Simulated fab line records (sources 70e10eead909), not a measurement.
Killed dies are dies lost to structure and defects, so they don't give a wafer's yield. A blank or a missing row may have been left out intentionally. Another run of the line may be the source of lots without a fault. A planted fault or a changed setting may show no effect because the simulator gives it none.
Matching of chambers    flow nand-harc    4 sister chambers for NHARC_A_STAIRCASE_ALD_420 on ald-hk-02
The step deposits SiO2, target thk 20 nm, pulse time 6 s, ald cycles 200. 22 wafers are shown with their chamber, then 11 later ones without.

## WAFERS WITH THEIR CHAMBER
wafer   chamber  heater-power-w (W)  precursor-pulse-height-rel
L077.2  0        485                 0.977
L077.3  2        489                 0.996
L077.5  0        473                 0.955
L083.1  2        497                 0.977
L083.2  1        433                 0.990
L083.4  0        484                 1.007
L090.1  2        482                 1.019
L090.2  3        479                 1.029
L090.4  1        399                 1.010
L090.3  0        465                 0.986
L090.5  3        501                 0.983
L090.6  0        453                 0.992
L089.1  2        493                 0.983
L089.3  1        411                 1.032
L089.6  1        418                 0.987
L092.1  2        484                 0.992
L092.3  1        410                 0.978
L092.4  0        445                 0.966
L091.1  2        487                 0.986
L091.2  1        409                 0.977
L091.5  3        492                 1.031
L093.1  2        469                 1.047

SIGNATURES, as means of the wafers listed above
reading                     chamber 0  chamber 1  chamber 2  chamber 3  scatter within a chamber
heater-power-w              467.50     413.33     485.86     490.67     12.3
precursor-pulse-height-rel  0.98050    0.99567    1.00000    1.01433    0.0226
Rule: distance of a wafer from a chamber = root of the sum over the readings of ((wafer's reading minus chamber's mean) / reading's scatter) squared. The wafer belongs to the nearest chamber; if the next one is less than 2 further off, it can't be placed. The scatter is the square root of a quotient: the sum, over the shown wafers, of each reading's squared deviation from its chamber's mean, divided by wafers minus chambers.

## WAFERS WITHOUT THEIR CHAMBER
wafer   heater-power-w (W)  precursor-pulse-height-rel
L093.2  493                 0.961
L093.6  486                 0.990
L093.3  464                 0.991
L093.4  408                 1.030
L093.5  486                 1.008
L095.1  486                 1.005
L095.2  410                 0.965
L095.5  414                 1.029
L097.1  421                 1.009
L097.3  485                 1.014
L097.5  444                 0.986

## WHICH CHAMBER EACH WENT THROUGH
wafer   from the rows above           in truth
L093.2  can't be placed: 2 or 0 or 3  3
L093.6  can't be placed: 2 or 3 or 0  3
L093.3  can't be placed: 0 or 2 or 3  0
L093.4  1                             1
L093.5  can't be placed: 2 or 3 or 0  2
L095.1  can't be placed: 2 or 3 or 0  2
L095.2  1                             1
L095.5  1                             1
L097.1  1                             1
L097.3  can't be placed: 3 or 2 or 0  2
L097.5  can't be placed: 0 or 1 or 2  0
Correctly placed: 4 of 11. Cannot be placed on the basis of these rows: 7; the candidates contain the true chamber in 7. Number placed wrongly: 0.
